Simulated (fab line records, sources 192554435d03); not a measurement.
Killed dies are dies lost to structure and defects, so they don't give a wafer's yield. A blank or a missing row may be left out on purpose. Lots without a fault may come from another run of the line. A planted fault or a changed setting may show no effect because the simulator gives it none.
One fault seen from 2 desks | flow n5_finfet | each desk has only its own numbers; what lay behind them comes last

THE METROLOGY DESK
What the gauges read, lot by lot, whatever tool the lot ran on: means of the sampled wafers that have a number. A lot is out of limits, marked OUT, if its mean lies more than 4 standard deviations from the usual mean; the brackets give that distance. Of its 11 readings 7 are shown: those that lie furthest out on some lot.
Columns: A = CJ_P at N5_BEOL_M4_RC_MEAS_101, usual 5.85; B = IOFF_P at N5_BEOL_M4_RC_MEAS_101, usual 0.22 nA/um; C = ION_N at N5_BEOL_M4_RC_MEAS_101, usual 673 uA/um; D = ION_P at N5_BEOL_M4_RC_MEAS_101, usual 462 uA/um; E = SS_P at N5_BEOL_M4_RC_MEAS_101, usual 73.4 mV/dec; F = VT_N at N5_BEOL_M4_RC_MEAS_101, usual 250 mV; G = VT_P at N5_BEOL_M4_RC_MEAS_101, usual -250 mV
lot  | first seen here | A    | B    | C   | D   | E    | F   | G
L298 | day 9 20:02     | 5.96 | 0.24 | 675 | 468 | 73.3 | 249 | -247
L306 | day 10 21:20    | 6.46 | 0.23 | 690 | 469 | 74.1 | 249 | -251
L304 | day 10 21:52    | 6.36 | 0.27 | 678 | 475 | 72.8 | 247 | -244
L307 | day 11 22:24    | 6.48 | 0.26 | 678 | 468 | 73.6 | 246 | -247
L317 | day 14 18:53    | 5.80 | 0.23 | 670 | 466 | 73.0 | 251 | -250
This desk's finding: nothing out of limits on any of the 5 lots.

THE TOOL OWNER'S DESK: implanter-01
The tool's own readings at N5_WELL_APT_IMPLANT_15: means of the sampled wafers that have a number, for each lot that ran on this tool. A lot is out of limits, marked OUT, if its mean lies more than 4 standard deviations from the usual mean; the brackets give that distance.
Columns: A = dose_ions_cm2 at N5_WELL_APT_IMPLANT_15, usual 1.4999e+13; B = faraday_current_uA at N5_WELL_APT_IMPLANT_15, usual 190
lot  | first seen here | A                            | B
L298 | day 2 08:06     | 1.4978e+13                   | 191
L304 | day 3 20:08     | 1.7393e+13 (+99 or more) OUT | 222 (+8.9) OUT
L306 | day 4 08:07     | 1.7369e+13 (+99 or more) OUT | 221 (+8.6) OUT
L307 | day 4 14:05     | 1.7365e+13 (+99 or more) OUT | 221 (+8.7) OUT
This desk's finding: out of limits on L304, L306, L307; first on L304, day 3 20:08 (dose_ions_cm2 at N5_WELL_APT_IMPLANT_15). In limits: L298.

PUT TOGETHER
The tool owner's desk could have raised an alarm at day 3 20:08, on L304, L306, L307.
The metrology desk saw nothing out of limits.
The metrology desk has L304, L306, L307 on record, within its limits.
Of the lots named, all ran N5_WELL_APT_IMPLANT_15 on implanter-01.

WHAT THE SIMULATOR HAD PUT IN
Process parameter drift: implanter-01, from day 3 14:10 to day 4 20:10, at N5_WELL_APT_IMPLANT_15. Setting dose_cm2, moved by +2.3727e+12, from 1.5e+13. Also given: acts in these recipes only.
Lots struck among those shown: L304, L306, L307.
Hours from the fault's start to each desk's first reading out of limits: the tool owner's desk, 6.
